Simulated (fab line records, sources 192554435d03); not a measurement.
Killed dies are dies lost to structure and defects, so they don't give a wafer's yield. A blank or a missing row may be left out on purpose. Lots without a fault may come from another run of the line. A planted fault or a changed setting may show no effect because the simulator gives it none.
Split-lot experiment | flow n5_finfet | 7 lots, 39 wafers read, on a route of 1938 steps

THE SPLIT
At N5_HKMG_FIN_ALD_75 (deposits Al2O3, target thk 1 nm, co reactant pulse time 1 s), the setting target_thk_a was moved away from the recipe's 10 angstrom on 15 of the 39 wafers read, by -56.4% to +53.8%. The other wafers ran this setting at the recipe's value.

The reading is taken at the split's own step.

THE READING
Al2O3_of_HKMG_FIN_ALD_75.thk_nm (the simulator's own value, which no gauge read), in nm, at N5_HKMG_FIN_ALD_75 (deposits Al2O3, target thk 1 nm, co reactant pulse time 1 s). The file gives no usual value for it.

wafer  | tool, chamber at the split | target_thk_a as run, angstrom | against the recipe | Al2O3_of_HKMG_FIN_ALD_75.thk_nm, nm | against lot-mates on the recipe
L075.1 | ald_hk-01, 1,2,0,3,0,1     | 10                            | recipe             | 1                                   | -
L075.2 | ald_hk-01, 1,2,0,3,0,1     | 10                            | recipe             | 1                                   | -
L075.3 | ald_hk-01, 1,2,0,3,0,1     | 10                            | recipe             | 1                                   | -
L075.4 | ald_hk-01, 1,2,0,3,0,1     | 10                            | recipe             | 1                                   | -
L075.5 | ald_hk-01, 1,2,0,3,0,1     | 10                            | recipe             | 1                                   | -
L075.6 | ald_hk-01, 1,2,0,3,0,1     | 10                            | recipe             | 1                                   | -
L077.1 | ald_hk-01, 3,1,0           | 10                            | recipe             | 1                                   | -
L077.2 | ald_hk-01, 3,1,0           | 10                            | recipe             | 1                                   | -
L077.6 | ald_hk-01, 3,1,0           | 10                            | recipe             | 1                                   | -
L078.1 | ald_hk-03, 3,2,1           | 10                            | recipe             | 1                                   | -
L078.3 | ald_hk-03, 3,2,1           | 10                            | recipe             | 1                                   | -
L078.5 | ald_hk-03, 3,2,1           | 10                            | recipe             | 1                                   | -
L078.2 | ald_hk-03, 1,0,2           | 4.499                         | -55.0%             | 0.4                                 | -0.6
L078.4 | ald_hk-03, 1,0,2           | 4.499                         | -55.0%             | 0.4                                 | -0.6
L078.6 | ald_hk-03, 1,0,2           | 4.499                         | -55.0%             | 0.4                                 | -0.6
L082.1 | ald_hk-02, 3,1,3           | 12.53                         | +25.3%             | 1.2                                 | +0.2
L082.3 | ald_hk-02, 3,1,3           | 12.53                         | +25.3%             | 1.2                                 | +0.2
L082.6 | ald_hk-02, 3,1,3           | 12.53                         | +25.3%             | 1.2                                 | +0.2
L082.2 | ald_hk-02, 2,0,2           | 10                            | recipe             | 1                                   | -
L082.4 | ald_hk-02, 2,0,2           | 10                            | recipe             | 1                                   | -
L082.5 | ald_hk-02, 2,0,2           | 10                            | recipe             | 1                                   | -
L083.1 | ald_hk-01, 2,0,3           | 10                            | recipe             | 1                                   | -
L083.2 | ald_hk-01, 2,0,3           | 10                            | recipe             | 1                                   | -
L083.6 | ald_hk-01, 2,0,3           | 10                            | recipe             | 1                                   | -
L083.3 | ald_hk-01, 3,1,0           | 14.19                         | +41.9%             | 1.4                                 | +0.4
L083.4 | ald_hk-01, 3,1,0           | 14.19                         | +41.9%             | 1.4                                 | +0.4
L083.5 | ald_hk-01, 3,1,0           | 14.19                         | +41.9%             | 1.4                                 | +0.4
L087.1 | ald_hk-03, 2,3,1           | 10                            | recipe             | 1                                   | -
L087.2 | ald_hk-03, 2,3,1           | 10                            | recipe             | 1                                   | -
L087.3 | ald_hk-03, 2,3,1           | 10                            | recipe             | 1                                   | -
L087.4 | ald_hk-03, 0,3,2           | 4.361                         | -56.4%             | 0.4                                 | -0.6
L087.5 | ald_hk-03, 0,3,2           | 4.361                         | -56.4%             | 0.4                                 | -0.6
L087.6 | ald_hk-03, 0,3,2           | 4.361                         | -56.4%             | 0.4                                 | -0.6
L093.1 | ald_hk-01, 1,3,0           | 10                            | recipe             | 1                                   | -
L093.3 | ald_hk-01, 1,3,0           | 10                            | recipe             | 1                                   | -
L093.5 | ald_hk-01, 1,3,0           | 10                            | recipe             | 1                                   | -
L093.2 | ald_hk-01, 0,2,3           | 15.38                         | +53.8%             | 1.6                                 | +0.6
L093.4 | ald_hk-01, 0,2,3           | 15.38                         | +53.8%             | 1.6                                 | +0.6
L093.6 | ald_hk-01, 0,2,3           | 15.38                         | +53.8%             | 1.6                                 | +0.6
Where a row lists several chambers, the file gives one row for several wafers and doesn't say which wafer went through which chamber.

THE FIT
A straight line over all 39 wafers: Al2O3_of_HKMG_FIN_ALD_75.thk_nm changes by +0.0105 nm for each +1% of target_thk_a; r = +1.00; the points scatter about the line by 0.024 nm.
The same after taking each lot's own level away (the mean of its wafers on the recipe; 39 wafers): +0.0105 nm for each +1%; r = +1.00; scatter 0.024 nm.
On that fit, the largest move of target_thk_a shifts the reading by 0.59 nm.
The lots' own levels span 1.00 to 1.00 nm.
So the lot-to-lot level changes the slope little: the two slopes agree.
Check: with one of the wafers moved furthest among these (-56.4%) left out of the fit, the line predicts -0.602 nm for it against its lot-mates. It came out at -0.6 nm against them.

OTHER SPLITS ON THESE WAFERS
These wafers also went through other splits before the reading. Each is held against what the fit with the lots' levels taken away leaves over:
other split on the same wafers           | wafers away from the commonest value | r with Al2O3_of_HKMG_FIN_ALD_75.thk_nm (lot level and that fit taken away)
N5_PMOS_HMC_CHANNEL_EPI_DESCUM_14 time_s | 18                                   | +0.05
N5_SD_EPI_N_DESCUM_14 time_s             | 15                                   | -0.03

THE FILE'S OWN FIT
Al2O3_of_HKMG_FIN_ALD_75.thk_nm changes by +0.0105 nm for each +1% of target_thk_a, r = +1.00.
